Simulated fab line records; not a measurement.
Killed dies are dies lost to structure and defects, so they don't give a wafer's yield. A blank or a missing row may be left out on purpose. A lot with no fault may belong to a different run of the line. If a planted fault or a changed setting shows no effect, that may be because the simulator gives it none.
Chamber matching / flow n5_finfet / 4 sister chambers for N5_FIN_CUT_STRIP_22 on rie_diel-03
The step strips in N2/H2. 4 wafers are shown with their chamber, then 11 later ones without.

## WAFERS WITH THEIR CHAMBER
wafer=L078.5; chamber=1; drypump_motor_current_A (A)=6.6
wafer=L086.3; chamber=2; drypump_motor_current_A (A)=5.8
wafer=L086.6; chamber=0; drypump_motor_current_A (A)=6.1
wafer=L087.2; chamber=3; drypump_motor_current_A (A)=6.6

## WAFERS MISSING THEIR CHAMBER
wafer=L087.5; drypump_motor_current_A (A)=6.5
wafer=L087.6; drypump_motor_current_A (A)=5.8
wafer=L090.3; drypump_motor_current_A (A)=6.6
wafer=L090.4; drypump_motor_current_A (A)=6.5
wafer=L090.6; drypump_motor_current_A (A)=5.8
wafer=L093.3; drypump_motor_current_A (A)=6.6
wafer=L093.5; drypump_motor_current_A (A)=6.5
wafer=L093.6; drypump_motor_current_A (A)=5.8
wafer=L097.2; drypump_motor_current_A (A)=6.6
wafer=L097.3; drypump_motor_current_A (A)=6.6
wafer=L097.6; drypump_motor_current_A (A)=6.6

## WHICH CHAMBER EACH ONE RAN IN
wafer=L087.5; from the rows above=can't be placed: 1 or 3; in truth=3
wafer=L087.6; from the rows above=2; in truth=2
wafer=L090.3; from the rows above=can't be placed: 1 or 3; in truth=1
wafer=L090.4; from the rows above=can't be placed: 1 or 3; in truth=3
wafer=L090.6; from the rows above=2; in truth=2
wafer=L093.3; from the rows above=can't be placed: 1 or 3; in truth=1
wafer=L093.5; from the rows above=can't be placed: 1 or 3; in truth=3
wafer=L093.6; from the rows above=2; in truth=2
wafer=L097.2; from the rows above=can't be placed: 1 or 3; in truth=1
wafer=L097.3; from the rows above=can't be placed: 1 or 3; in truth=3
wafer=L097.6; from the rows above=can't be placed: 1 or 3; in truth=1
Correct placement for 3 of the 11. Cannot be placed on the basis of these rows: 8; the candidates contain the true chamber in 8. 0 placed wrongly.
How it was worked out, from the rows above alone: a wafer's distance from a chamber is the root of the sum, over the readings, of the square of ((its reading less the chamber's mean) divided by the reading's scatter). If the next closest chamber is less than 2 further off than the closest, the wafer can't be placed; otherwise it belongs to the closest. A chamber's mean is the mean of its shown wafers. The scatter: with one shown wafer a chamber, the root of the mean of the squares of how far each hidden wafer lies from its nearest shown one.
